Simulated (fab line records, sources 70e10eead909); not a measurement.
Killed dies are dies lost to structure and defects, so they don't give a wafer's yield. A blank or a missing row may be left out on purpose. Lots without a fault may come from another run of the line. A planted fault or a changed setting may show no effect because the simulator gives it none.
Problem report in the 8D (eight disciplines) form, filled by code | flow nand_harc | the parts of the form that need people (team, actions taken, sign-off) are left out

1. THE PROBLEM
exposure_dose_mJ_cm2 at NHARC_P_BONDPAD_EXPOSE_06 reads a mean of 39.07 on 6 wafers of 2 lots; wafers without a fault read 37.03 with a standard deviation of 0.05. That is +41 standard deviations from the usual mean.
The step: exposes mask P BPAD.
First seen on wafer L207.2, day 8 18:51, on krf_scanner-03. The record holds 18 wafers of 6 lots with a number at this step. Rule for "out", or "out of limits": more than 4 standard deviations from the usual mean. The other wafers with a number count as sound.

2. WHAT IT IS AND WHAT IT IS NOT
question                    | is                     | is not
which readings at this step | exposure_dose_mJ_cm2   | -
which lots                  | L207, L208             | L202, L206, L220, L221
which wafers of those lots  | all that have a number | -
read on which tools         | krf_scanner-03         | krf_scanner-04
when                        | from day 8 18:51       | up to then (6 sound wafers); but 6 sound wafers of L220, L221 came after

3. SUSPECTS, AND WHAT RULES EACH OUT
Counting: a tool at a process step up to the reading stays a suspect if it ran every lot that is out and no sound lot after the first of them.
- pecvd-01 at NHARC_P_BONDPAD_DEP_00 (deposits SiCN, target thk 250 nm): kept. It ran every lot that is out, first L207 (day 8 18:18), and no sound lot after that. NHARC_P_BONDPAD_DEP_00 gives no start for some lots, so the hours and the order of its lots are those of NHARC_P_BONDPAD_CMP_32.
- krf_scanner-03 at NHARC_P_BONDPAD_EXPOSE_06 (exposes mask P BPAD): kept. It ran every lot that is out, first L207 (day 8 18:51), and no sound lot after that; its last sound lot up to then is L206 (day 8 00:28). Its own readings are out on those wafers: exposure_dose_mJ_cm2.
Left after counting: pecvd-01 at NHARC_P_BONDPAD_DEP_00, krf_scanner-03 at NHARC_P_BONDPAD_EXPOSE_06.

4. THE CAUSE (what the simulator had put in)
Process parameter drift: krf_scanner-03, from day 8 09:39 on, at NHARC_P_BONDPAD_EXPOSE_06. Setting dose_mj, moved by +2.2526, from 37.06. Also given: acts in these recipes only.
Counting left 2 suspects, and this tool is among them.

5. THE CHAIN OF EFFECTS, in route order
Each row: a reading whose mean over the struck wafers that have a number lies more than 3 standard deviations from the usual. Only readings for which the record gives a usual standard deviation are gone through. hours: the time from each lot's start at the first step in this table that gives one to its start at this step, as a median over the lots. sigmas: the change in usual standard deviations.
hours | step                      | reading              | usual | on struck wafers | change | sigmas
0     | NHARC_P_BONDPAD_EXPOSE_06 | exposure_dose_mJ_cm2 | 37.03 | 39.07            | +2.04  | +41
The process steps in it:
- NHARC_P_BONDPAD_EXPOSE_06: exposes mask P BPAD.
Later measuring or inspecting steps at which every struck wafer that the step has a row for has a number for every such reading, and none has moved that far: NHARC_END_SORT_01.

6. WHAT WOULD HAVE CAUGHT IT SOONER
In this record the first reading out of limits was taken at day 8 18:51, 9 hours after the fault began at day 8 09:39.
